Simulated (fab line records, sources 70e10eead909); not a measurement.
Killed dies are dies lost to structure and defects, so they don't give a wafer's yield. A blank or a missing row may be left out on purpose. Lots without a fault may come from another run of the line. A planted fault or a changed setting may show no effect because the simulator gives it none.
Chamber matching | flow nand_harc | NHARC_A_STAIRCASE_TRIM_20 on rie_diel-08: 4 sister chambers
The step chemistry O2, time 211.2 s. 8 wafers are shown with their chamber, then 7 later ones without.

WAFERS WITH THEIR CHAMBER
wafer  | chamber | showerhead_plenum_p_Torr (Torr) | drypump_motor_current_A (A)
L077.5 | 2       | 3.59                            | 6.5
L082.1 | 3       | 3.43                            | 5.5
L082.4 | 0       | 3.33                            | 6.3
L084.1 | 1       | 3.42                            | 5.9
L084.2 | 2       | 3.58                            | 6.5
L084.5 | 1       | 3.42                            | 5.9
L085.2 | 3       | 3.43                            | 5.6
L085.4 | 0       | 3.33                            | 6.3

WAFERS WITHOUT THEIR CHAMBER
wafer  | showerhead_plenum_p_Torr (Torr) | drypump_motor_current_A (A)
L085.5 | 3.33                            | 6.2
L088.3 | 3.58                            | 6.5
L088.4 | 3.33                            | 6.3
L088.5 | 3.41                            | 5.9
L094.1 | 3.42                            | 5.6
L094.3 | 3.41                            | 5.9
L094.6 | 3.41                            | 5.9

WHICH CHAMBER EACH WENT THROUGH
wafer  | from the rows above | in truth
L085.5 | 0                   | 0
L088.3 | 2                   | 2
L088.4 | 0                   | 0
L088.5 | 1                   | 1
L094.1 | 3                   | 3
L094.3 | 1                   | 1
L094.6 | 1                   | 1
Placed correctly: 7 of 7. Can't be placed from these rows: 0. Placed wrongly: 0.
How it was worked out, from the rows above alone: a wafer's distance from a chamber is the root of the sum, over the readings, of the square of ((its reading less the chamber's mean) divided by the reading's scatter). The wafer belongs to the nearest chamber; if the next one is less than 2 further off, it can't be placed. A chamber's mean is the mean of its shown wafers. The scatter: the root of (the sum of the squares of (reading less its chamber's mean) over the shown wafers, divided by (wafers less chambers)).
